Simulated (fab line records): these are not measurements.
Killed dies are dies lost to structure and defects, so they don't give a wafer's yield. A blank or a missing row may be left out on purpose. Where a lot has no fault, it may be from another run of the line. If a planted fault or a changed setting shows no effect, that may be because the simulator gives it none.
fab line records	flow n5Finfet
[record] lots = 4	wafers = 12	lastDay = 19
route steps=1938 shown SD_EPI_N@276 SD_EPI_P@295 MOL_CONTACT_COAG@537 PASSIVATION@1936
lots that met no fault: from a run of the same line without faults
startH: the number of hours between the record's first day and the start of the first shown wafer of the lot	waitH: time in hours since the lot's previous step	" identical to the entry in the row above	L1.1+2: several wafers, shown together as one row	- no value, or no start given	* or withheld: withheld	< > ~ a bound
route shown NAME@n: NAME is a module with steps in the file, n the number in the route of the first one	usual: mean and standard deviation over wafers with no fault	same: alike in all rows	chamber/n: place in a boat	sites: the reading at each site	_std_site: standard deviation across them	_edge_site: outer sites' mean less inner sites'	radiusMm: for every site, how far away it sits from the centre of the wafer	mask NAME#n: copy n	behind: tool/chamber where the wafer was last shaped	hold: the reason the lot was held/the length of the hold in hours/how it ended	device: which transistor (n, p or np) failed to switch	end of line: the tests these same wafers got at the end of their route	where a step has no rows: the recipe by itself	killed: dies that structure and defects cost at the first sort, which is not the same as the wafer's yield	map: shows each die of a wafer: x if killed, . if not, _ if none is there
set.NAME: the setting the step ran with; set.NAME@STEP: the setting that earlier step ran with	model.NAME: the simulator's own value behind a step, which no gauge read
lots seen at some steps along the route; tables by step, rows by wafer
services: from which hour (startH, from the record's first day; less than 0 if before it) a tool's chamber was out of use, for how many hours, and why
[[steps]]
[step N5_SD_EPI_N_STRIP_36]
[recipe] chemistry = N2/H2	tempC = 40	n2FlowSccm = 200	h2FlowSccm = 200	rfFrequencyHz = 6e+07
[step N5_SD_EPI_N_ETCHBACK_44]
[recipe] chemistry = CH3F/O2	mode = anisotropicEtchback	target = SiNx	targetDepthA = 145	stopOn = SiO2	overEtchFrac = 0.3	ionEnergyEv = 120	pressureMtorr = 30	sourceW = 395	biasW = 73	Ar_flow_sccm = 150	CH3F_flow_sccm = 30	O2_flow_sccm = 20
[step N5_SD_EPI_N_ETCH_45]
[recipe] chemistry = CH3F/O2	target = SiOCN	targetDepthA = 60	maskMaterial = SOC	ionEnergyEv = 60	biasW = 29	pressureMtorr = 15	sourceW = 410	Ar_flow_sccm = 150	CH3F_flow_sccm = 30	O2_flow_sccm = 20
[step N5_SD_EPI_N_ETCH_16]
[recipe] chemistry = CHF3/O2	target = SiO2	targetDepthA = 50	maskMaterial = SOC	pressureMtorr = 30	sourceW = 650	biasW = 170	Ar_flow_sccm = 200	CHF3_flow_sccm = 50	O2_flow_sccm = 5	ionEnergyEv = 200
[step N5_SD_EPI_N_STRIP_47]
[recipe] chemistry = CHF3/O2	resist = SiARC	rfFrequencyHz = 6e+07
[step N5_SD_EPI_N_SD_RECESS_17]
[recipe] chemistry = HBr/Cl2/O2	targetDepthA = 410	maskMaterial = SOC	timeS = 23.7	btTimeS = 3	pressureMtorr = 10	icpW = 800	biasW = 112	HBr_flow_sccm = 150	Cl2_flow_sccm = 80	O2_flow_sccm = 12
[step N5_SD_EPI_N_STRIP_38]
[recipe] chemistry = N2/H2	powerW = 1000	tempC = 250	h2Frac = 0.65	overashFraction = 0.3	pressureMtorr = withheld	n2FlowSccm = 1750	h2FlowSccm = 3250
[step N5_SD_EPI_N_WET_ETCH_43]
[recipe] chemistry = dHF	dilution = withheld	timeS = 14	target = SiO2	targetDepthA = 15	tempC = 25
[step N5_SD_EPI_N_STRIP_18]
[recipe] chemistry = SPM	timeS = 750	tempC = 130	h2so4H2o2VolRatio = 4
[step N5_SD_EPI_N_SRD_20]
[recipe] dry = ipaMarangoni	doPpb = 5	timeS = 30	tempC = 23	rinseLiquid = diw
[step N5_SD_EPI_N_PRECLEAN_48]
[recipe] chemistry = NF3:NH3	afsCycles = 2	tempC = 30	timeS = 20	sublimationTempC = 180	sublimationTimeS = 60	pressureTorr = 3	rfPowerW = 30
[step N5_SD_EPI_N_VAPOR_ETCH_50]
[recipe] chemistry = HCl	target = Si	tempC = 775	timeS = 54	pressureTorr = 20	mode = isotropic
[step N5_SD_EPI_N_EPI_21]
[recipe] material = Si:P	dopant = P	tempC = 680	pressureTorr = 255	timeS = 690
[usual] susceptorTempC = 680.0/0.32	susceptor_temp_C_max = 681.8/0.72
lot.wafer	tool	chamber	startH	waitH	susceptorTempC	susceptor_temp_C_max	model.Si-P_of_SD_EPI_N_EPI_21.thkNm
L791.1	epiRpcvd-03	0	75.89	0.3	680.2	681.6	59.4
L791.5	"	0	77.88	2.0	679.9	681.0	59.6
L791.6	"	0	"	"	679.8	681.3	59.4
L801.2	epiRpcvd-03	0	134.36	0.4	684.2	685.3	61.6
L801.4	"	0	"	"	683.9	685.2	63.6
L801.6	"	0	"	"	684.1	685.0	63.4
L803.1	epiRpcvd-03	0	145.89	0.1	684.2	685.3	63.6
L803.2	"	0	"	"	684.6	685.7	63.6
L803.5	"	0	"	"	683.9	685.2	63.4
L810.1	epiRpcvd-02	0	184.64	0.2	679.9	681.9	58.8
L810.2	"	0	"	"	680.1	681.9	59
L810.6	"	0	186.51	1.9	680.4	682.5	58.6
[step N5_SD_EPI_N_EPI_MEAS_23]
[recipe] mode = xrd
[usual] thkNm = 59.1/1.3
lot.wafer	tool	chamber	startH	waitH	thkNm
L791.1	filmMetro-01	-	78.91	2.5	56.9
L791.5	"	-	"	"	61.5
L791.6	"	-	"	"	59.7
L801.2	filmMetro-01	-	135.81	1.2	58.8
L801.4	"	-	"	"	62.4
L801.6	"	-	"	"	64.4
L803.1	filmMetro-01	-	147.61	1.4	62.9
L803.2	"	-	"	"	64.0
L803.5	"	-	"	"	62.6
L810.1	filmMetro-02	-	186.92	1.9	59.5
L810.2	"	-	"	"	61.3
L810.6	"	-	"	"	59.0
[step N5_SD_EPI_N_PRECLEAN_24]
[recipe] chemistry = O3/DIW	timeS = 60	tempC = 22	o3Ppm = 10
[step N5_SD_EPI_N_SRD_25]
[recipe] timeS = 30	tempC = 23	rinseLiquid = diw	dry = ipaMarangoni
[step N5_SD_EPI_N_PRECLEAN_49]
[recipe] chemistry = NF3:NH3	afsCycles = 1	tempC = 30	timeS = 20	sublimationTempC = 180	sublimationTimeS = 60	pressureTorr = 3	rfPowerW = 30
[step N5_SD_EPI_N_LINER_46]
[recipe] material = SiNx	targetThkA = 30	tempC = 400	aldPrecursorFamily = SiH2I2	aldCoReactant = N2/H2-plasma	pressureTorr = 2
[step N5_SD_EPI_P_COAT_34]
[recipe] resist = SOC	tempC = 250	timeS = 60	spinRpm = 1500	resistThkNm = 350
[step N5_SD_EPI_P_COAT_35]
[recipe] resist = SiARC	tempC = 220	timeS = 60	spinRpm = 1500	resistThkNm = 35
[step N5_SD_EPI_P_COAT_03]
[recipe] resist = CAR-ArF-block	spinRpm = 1500	resistThkNm = 150
[step N5_SD_EPI_P_EBR_05]
[recipe] solvent = PGMEA	ebrWidthMm = 1.5
[step N5_SD_EPI_P_SOFTBAKE_04]
[recipe] tempC = 110	timeS = 60	resist = CAR-ArF-block
[step N5_SD_EPI_P_EXPOSE_06]
[recipe] maskId = SD_P_BLK	na = 1.35	sourceShape = conventional	sigmaOuter = 0.8	polarization = unpolarized	targetCdNm = 240	doseMj = 39.5
[step N5_SD_EPI_P_PEB_07]
[recipe] pebTempC = 110	pebTimeS = 60	resist = CAR-ArF-block
[step N5_SD_EPI_P_DEVELOP_08]
[recipe] developTimeS = 30	developer = TMAH	resist = CAR-ArF-block	devTempC = 23	rinseLiquid = diw	dry = airSpin
[step N5_SD_EPI_P_DESCUM_14]
[recipe] chemistry = O2	timeS = 7.9	sourcePowerW = 50	biasPowerW = 20	pressureMtorr = 20	rfFrequencyHz = 2.712e+07	tempC = 40	resist = CAR-ArF-block	o2FlowSccm = 225
[step N5_SD_EPI_P_ETCH_36]
[recipe] chemistry = CF4	target = SiARC	targetDepthA = 455	maskMaterial = CAR-ArF-block	timeS = 75.8	ionEnergyEv = 80	pressureMtorr = 40	sourceW = 545	biasW = 36	Ar_flow_sccm = 100	cf4FlowSccm = 100	ends = cleared
[step N5_SD_EPI_P_ETCH_37]
[recipe] chemistry = N2/H2	target = SOC	overetchA = 1080	maskMaterial = SiARC	tempC = 40	ionEnergyEv = 100	sourceW = 3000	biasW = 133	pressureMtorr = 20	timeS = 486	n2FlowSccm = 200	h2FlowSccm = 200	ends = endPoint
[step N5_SD_EPI_P_STRIP_38]
[recipe] chemistry = N2/H2	tempC = 40	n2FlowSccm = 200	h2FlowSccm = 200	rfFrequencyHz = 6e+07
[step N5_SD_EPI_P_ETCHBACK_46]
[recipe] chemistry = CH3F/O2	mode = anisotropicEtchback	target = SiNx	targetDepthA = 175	stopOn = SiO2	overEtchFrac = 0.3	ionEnergyEv = 120	pressureMtorr = 30	sourceW = 395	biasW = 73	Ar_flow_sccm = 150	CH3F_flow_sccm = 30	O2_flow_sccm = 20
[step N5_SD_EPI_P_ETCH_47]
[recipe] chemistry = CH3F/O2	target = SiOCN	targetDepthA = 250	maskMaterial = SOC	ionEnergyEv = 60	biasW = 29	pressureMtorr = 30	sourceW = 410	Ar_flow_sccm = 150	CH3F_flow_sccm = 30	O2_flow_sccm = 20
[step N5_SD_EPI_P_ETCH_16]
[recipe] chemistry = CHF3/O2	target = SiO2	targetDepthA = 50	maskMaterial = SOC	pressureMtorr = 30	sourceW = 650	biasW = 170	Ar_flow_sccm = 200	CHF3_flow_sccm = 50	O2_flow_sccm = 5	ionEnergyEv = 200
[step N5_SD_EPI_P_STRIP_50]
[recipe] chemistry = CHF3/O2	resist = SiARC	rfFrequencyHz = 6e+07
[step N5_SD_EPI_P_SD_RECESS_17]
[recipe] chemistry = HBr/Cl2/O2	targetDepthA = 391	btTimeS = 3	pressureMtorr = 10	icpW = 800	biasW = 112	HBr_flow_sccm = 150	Cl2_flow_sccm = 80	O2_flow_sccm = 12
[step N5_SD_EPI_P_WET_ETCH_45]
[recipe] chemistry = dHF	dilution = withheld	timeS = 10.7	target = SiO2	targetDepthA = 20	tempC = 25	dry = ipaMarangoni	rinseTimeS = 30	rinseTempC = 23
[step N5_SD_EPI_P_STRIP_40]
[recipe] chemistry = N2/H2	powerW = 1000	tempC = 250	h2Frac = 0.65	overashFraction = 0.3	pressureMtorr = withheld	n2FlowSccm = 1750	h2FlowSccm = 3250
[step N5_SD_EPI_P_PRECLEAN_52]
[recipe] chemistry = O3/DIW	timeS = 60	tempC = 22	o3Ppm = 10
[step N5_MOL_CONTACT_COAG_ETCH_15]
[recipe] chemistry = CH3F/O2	target = SiNx	targetDepthA = 70	maskMaterial = SOC	stopOn = Si:P	overEtchFrac = 0.75	ionEnergyEv = 120	pressureMtorr = 30	sourceW = 395	biasW = 73	Ar_flow_sccm = 150	CH3F_flow_sccm = 30	O2_flow_sccm = 20
[usual] drypumpMotorCurrentA = 5.9/0.43	oes_f_703_au = 0.77/0.064	oesProductAu = 0.57/0.051	rfVppV = 295/7.6	showerheadPlenumPTorr = 2.01/0.055	throttleValvePct = 16.37/0.25
[same] overEtchFrac = 0.75
lot.wafer	tool	chamber	startH	waitH	drypumpMotorCurrentA	oes_f_703_au	oesProductAu	rfHoursCounterH	rfVppV	showerheadPlenumPTorr	throttleValvePct	model.Si-P_of_SD_EPI_N_EPI_21.thkNm
L791.1	rieDiel-01	3	116.58	0.0	6.1	0.76	0.53	206	305	1.98	16.67	58.6
L791.5	"	2	"	"	6.2	0.94	0.70	-	298	2.05	16.36	58.8
L791.6	"	1	"	"	6.0	0.70	0.53	-	298	1.93	16.39	58.6
L801.2	rieDiel-03	1	172.06	0.0	5.5	0.83	0.60	72	294	2.03	16.49	60.8
L801.4	"	0	"	"	6.1	0.78	0.52	173	281	2.02	16.78	62.6
L801.6	"	3	"	"	6.3	0.80	0.61	-	297	1.94	15.89	62.6
L803.1	rieDiel-03	0	184.37	0.0	6.1	0.77	0.52	176	280	2.01	16.77	62.6
L803.2	"	2	"	"	5.4	0.68	0.52	182	303	1.97	16.11	62.8
L803.5	"	0	"	"	6.1	0.77	0.52	-	280	2.01	16.78	62.4
L810.1	rieDiel-01	1	223.64	0.0	5.9	0.67	0.52	186	298	1.92	16.45	58
L810.2	"	0	"	"	6.5	0.71	0.56	157	300	2.07	16.42	58.2
L810.6	"	3	"	"	6.1	0.74	0.51	-	306	1.97	16.73	57.8
[step N5_PASSIVATION_PROBE_49]
[usual] killed_at_M0_to_M3 = 33/11	killed_at_M4_up = 13/5.2	killedAtContacts = 11/5.7	killedAtFrontEnd = 39/11	killedAtOther = 4/3	killedDies = 101/20	killedOnRim = 13/4.1	killedOpen = 66/15	killedShort = 33/8.4
[same] grossDies = 1180	killedAtBackSide = 0
lot.wafer	tool	chamber	startH	waitH	killed_at_M0_to_M3	killed_at_M4_up	killedAtContacts	killedAtFrontEnd	killedAtOther	killedDies	killedOnRim	killedOpen	killedShort
L801.2	prober-02	-	371.51	0.1	39	4	5	51	0	99	15	62	36
L801.4	prober-02	-	371.61	0.2	41	12	8	21	2	84	9	58	24
L801.6	prober-02	-	371.71	0.3	56	7	7	33	1	104	9	72	31
L803.1	prober-01	-	372.54	0.0	27	7	12	29	3	78	13	53	25
L803.5	prober-01	-	372.74	0.2	68	19	11	49	8	155	19	98	56
// killed by level:class
L801.2 FIN_SAQP:geometricParticle:short=13 BEOL_M2:geometricParticle:open=13 BEOL_M3:geometricParticle:open=9 STI_FIN_REVEAL:geometricParticle:open=8 FIN_SAQP:geometricParticle:open=7 DUMMY_GATE:geometricParticle:open=5 MOL_CONTACT_COAG:geometricParticle:open=5 BEOL_M0_SAQP:geometricParticle:short=5
L801.4 BEOL_M3:geometricParticle:open=13 GATE_CUT:geometricParticle:short=7 MOL_CONTACT_COAG:geometricParticle:open=7 BEOL_M1:geometricParticle:open=7 STI_FIN_REVEAL:geometricParticle:open=6 BEOL_M0_SAQP:geometricParticle:short=6 BEOL_M4:geometricParticle:open=6 BEOL_M0_SAQP:geometricParticle:open=5
L801.6 STI_FIN_REVEAL:geometricParticle:open=15 BEOL_M2:geometricParticle:open=15 BEOL_M3:geometricParticle:open=14 BEOL_M0_SAQP:geometricParticle:open=10 BEOL_M0_SAQP:geometricParticle:short=6 MOL_CONTACT_COAG:geometricParticle:open=4 STI_FIN_REVEAL:geometricParticle:short=3 DUMMY_GATE:geometricParticle:short=3
L803.1 MOL_CONTACT_COAG:geometricParticle:open=10 BEOL_M0_SAQP:geometricParticle:open=7 FIN_SAQP:geometricParticle:open=6 BEOL_M0_SAQP:geometricParticle:short=6 BEOL_M4:geometricParticle:open=6 STI_FIN_REVEAL:geometricParticle:open=4 BEOL_M3:geometricParticle:open=4 FIN_SAQP:geometricParticle:short=3
L803.5 BEOL_M0_SAQP:geometricParticle:short=28 BEOL_M0_SAQP:geometricParticle:open=27 BEOL_M4:geometricParticle:open=14 MOL_CONTACT_COAG:geometricParticle:open=10 FIN_SAQP:geometricParticle:open=9 FIN_SAQP:geometricParticle:short=9 STI_FIN_REVEAL:geometricParticle:open=7 BEOL_M2:geometricParticle:open=6
[[services]]
tool	chamber	startH	hours	kind
rieDiel-03	3	52.75	23.1	repair
epiRpcvd-03	-	64.95	0.5	pm
rieDiel-01	2	66.15	-	clean
rieDiel-01	2	66.15	-	consumableReplace:focusRing
rieDiel-01	2	66.15	18.8	scheduledDown
rieDiel-01	2	66.15	18.8	ventCycle
epiRpcvd-02	-	73.50	8.1	pm
rieDiel-03	1	92.41	36.0	repair
epiRpcvd-02	-	105.27	6.0	pm
epiRpcvd-02	-	148.18	2.8	pm
epiRpcvd-03	-	148.87	2.7	pm
epiRpcvd-03	-	194.22	0.6	repair
rieDiel-03	-	222.26	2.8	pm
[[key]]
[firstSign] step = N5_SD_EPI_N_EPI_21	reading = susceptorTempC	direction = up	sigmas = 13	usual = *	struck = *
[effect] step = N5_SD_EPI_N_EPI_21	reading = susceptor_temp_C_max	direction = up	sigmas = 4.8	usual = *	struck = *
[effect] step = N5_SD_EPI_N_EPI_MEAS_23	reading = thkNm	direction = up	sigmas = 2.6	usual = *	struck = *
[modelEffect] step = N5_SD_EPI_N_EPI_21	value = Si-P_of_SD_EPI_N_EPI_21.thkNm	without = 58.83	struck = 63.2
[modelEffect] step = N5_MOL_CONTACT_COAG_ETCH_15	value = Si-P_of_SD_EPI_N_EPI_21.thkNm	without = 58.33	struck = 62.53
metAt N5_SD_EPI_N_EPI_21
struckWafers L801.2,L801.4,L801.6,L803.1,L803.2,L803.5
testerLeftOut L801,L803
onsetBetween 75.89 134.36
[fault] kind = processParameterDrift	tool = epiRpcvd-03	chamber = -	onsetH = 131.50	steps = N5_SD_EPI_N_EPI_21	channel = tempC	offset = *	shape = step	endH = 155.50	actsIn = *	stated = *
// testerLeftOut: of these lots the tester's yield and bins aren't shown, on N5 and GAA mostly nor the transistor test; their killed dies are dies lost to structure and defects alone, not to doping, threshold or leakage, so they don't give the yield
